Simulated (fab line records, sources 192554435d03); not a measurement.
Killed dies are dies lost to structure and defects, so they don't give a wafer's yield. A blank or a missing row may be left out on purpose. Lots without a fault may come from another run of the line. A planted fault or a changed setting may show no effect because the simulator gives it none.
Split-lot experiment | flow n5_finfet | 7 lots, 21 wafers read, on a route of 1938 steps

THE SPLIT
At N5_GATE_CUT_COAT_27 (time 60 s, resist thk 10 nm), the setting spin_rpm was moved away from the recipe's 1500 rpm on 5 of the 21 wafers read, by -9.8% to +10.4%. The other wafers ran this setting at the recipe's value.

FROM THE SPLIT TO THE READING: what the file shows between them, 4 steps
- N5_GATE_CUT_COAT_07: resist thk 30 nm
- N5_GATE_CUT_EBR_09
- N5_GATE_CUT_DESCUM_18: chemistry O2, time 7 s
- N5_GATE_CUT_ETCH_28: etches underlayer in N2/H2, target depth 13 nm, time 10.4 s

THE READING
CAR-EUV_of_GATE_CUT_COAT_07.thk_nm (the simulator's own value, which no gauge read), in nm, at N5_GATE_CUT_ETCH_36 (etches SiARC in CF4, target depth 13 nm, time 21.7 s). The file gives no usual value for it. The 16 wafers here that ran the recipe average 6.9 nm, standard deviation 0.097 nm.

wafer  | tool, chamber at the split | spin_rpm as run, rpm | against the recipe | CAR-EUV_of_GATE_CUT_COAT_07.thk_nm, nm | against lot-mates on the recipe
L075.3 | litho_track-01, 0          | 1500                 | recipe             | 7                                      | -
L075.4 | litho_track-01, 0          | 1500                 | recipe             | 6.8                                    | -
L075.6 | litho_track-01, 0          | 1500                 | recipe             | 6.8                                    | -
L076.2 | litho_track-05, 0          | 1500                 | recipe             | 6.8                                    | -
L076.3 | litho_track-05, 0          | 1594                 | +6.3%              | 7.2                                    | +0.3
L076.5 | litho_track-05, 0          | 1500                 | recipe             | 7                                      | -
L078.3 | litho_track-05, 0          | 1500                 | recipe             | 7                                      | -
L078.6 | litho_track-05, 0          | 1500                 | recipe             | 7                                      | -
L078.4 | litho_track-05, 0          | 1415                 | -5.7%              | 6.6                                    | -0.4
L081.1 | litho_track-01, 0          | 1656                 | +10.4%             | 7.4                                    | +0.6
L081.5 | litho_track-01, 0          | 1656                 | +10.4%             | 7.4                                    | +0.6
L081.2 | litho_track-01, 0          | 1500                 | recipe             | 6.8                                    | -
L086.1 | litho_track-01, 0          | 1500                 | recipe             | 7                                      | -
L086.2 | litho_track-01, 0          | 1500                 | recipe             | 7                                      | -
L086.4 | litho_track-01, 0          | 1500                 | recipe             | 7                                      | -
L087.1 | litho_track-05, 0          | 1353                 | -9.8%              | 6.2                                    | -0.6
L087.3 | litho_track-05, 0          | 1500                 | recipe             | 6.8                                    | -
L087.4 | litho_track-05, 0          | 1500                 | recipe             | 6.8                                    | -
L096.3 | litho_track-05, 0          | 1500                 | recipe             | 7                                      | -
L096.4 | litho_track-05, 0          | 1500                 | recipe             | 7                                      | -
L096.5 | litho_track-05, 0          | 1500                 | recipe             | 7                                      | -

THE FIT
A straight line over all 21 wafers: CAR-EUV_of_GATE_CUT_COAT_07.thk_nm changes by +0.0542 nm for each +1% of spin_rpm; r = +0.92; the points scatter about the line by 0.1 nm.
The same after taking each lot's own level away (the mean of its wafers on the recipe; 21 wafers): +0.0589 nm for each +1%; r = +0.98; scatter 0.054 nm.
On that fit, the largest move of spin_rpm shifts the reading by 0.61 nm.
The lots' own levels span 6.80 to 7.00 nm, that is 2.1 times the standard deviation above.
So the lot-to-lot level changes the slope little: the two slopes agree.
Check: with one of the wafers moved furthest among these (+10.4%) left out of the fit, the line predicts +0.606 nm for it against its lot-mates. It came out at +0.6 nm against them.

OTHER SPLITS ON THESE WAFERS
These wafers also went through other splits before the reading. Each is held against what the fit with the lots' levels taken away leaves over:
other split on the same wafers   | wafers away from the commonest value | r with CAR-EUV_of_GATE_CUT_COAT_07.thk_nm (lot level and that fit taken away)
N5_HKMG_FIN_HK_ALD_01 ald_cycles | 6                                    | +0.33
N5_HKMG_FIN_EXPOSE_46 dose_mj    | 4                                    | +0.14
N5_GATE_CUT_COAT_34 spin_rpm     | 4                                    | +0.01

THE WHOLE CHAIN: every reading that the file lists as answering this split, in the file's order
step                | what it does                                                | reading                                                                                | change (the file's fit)                | r (the file's)
N5_GATE_CUT_COAT_27 | time 60 s, resist thk 10 nm                                 | underlayer_of_GATE_CUT_COAT_27.thk_nm (the simulator's own value, which no gauge read) | -0.0492 nm for each +1% of the setting | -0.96
N5_GATE_CUT_ETCH_28 | etches underlayer in N2/H2, target depth 13 nm, time 10.4 s | etch_rf_on_time_s                                                                      | withheld for each +1% of the setting   | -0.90
N5_GATE_CUT_ETCH_28 | etches underlayer in N2/H2, target depth 13 nm, time 10.4 s | etch.depth_nm (the simulator's own value, which no gauge read)                         | -0.0491 nm for each +1% of the setting | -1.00
N5_GATE_CUT_ETCH_28 | etches underlayer in N2/H2, target depth 13 nm, time 10.4 s | CAR-EUV_of_GATE_CUT_COAT_07.thk_nm (the simulator's own value, which no gauge read)    | +0.0651 nm for each +1% of the setting | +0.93
N5_GATE_CUT_ETCH_36 | etches SiARC in CF4, target depth 13 nm, time 21.7 s        | CAR-EUV_of_GATE_CUT_COAT_07.thk_nm (the simulator's own value, which no gauge read)    | +0.059 nm for each +1% of the setting  | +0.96

THE FILE'S OWN FIT
CAR-EUV_of_GATE_CUT_COAT_07.thk_nm changes by +0.059 nm for each +1% of spin_rpm, r = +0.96.
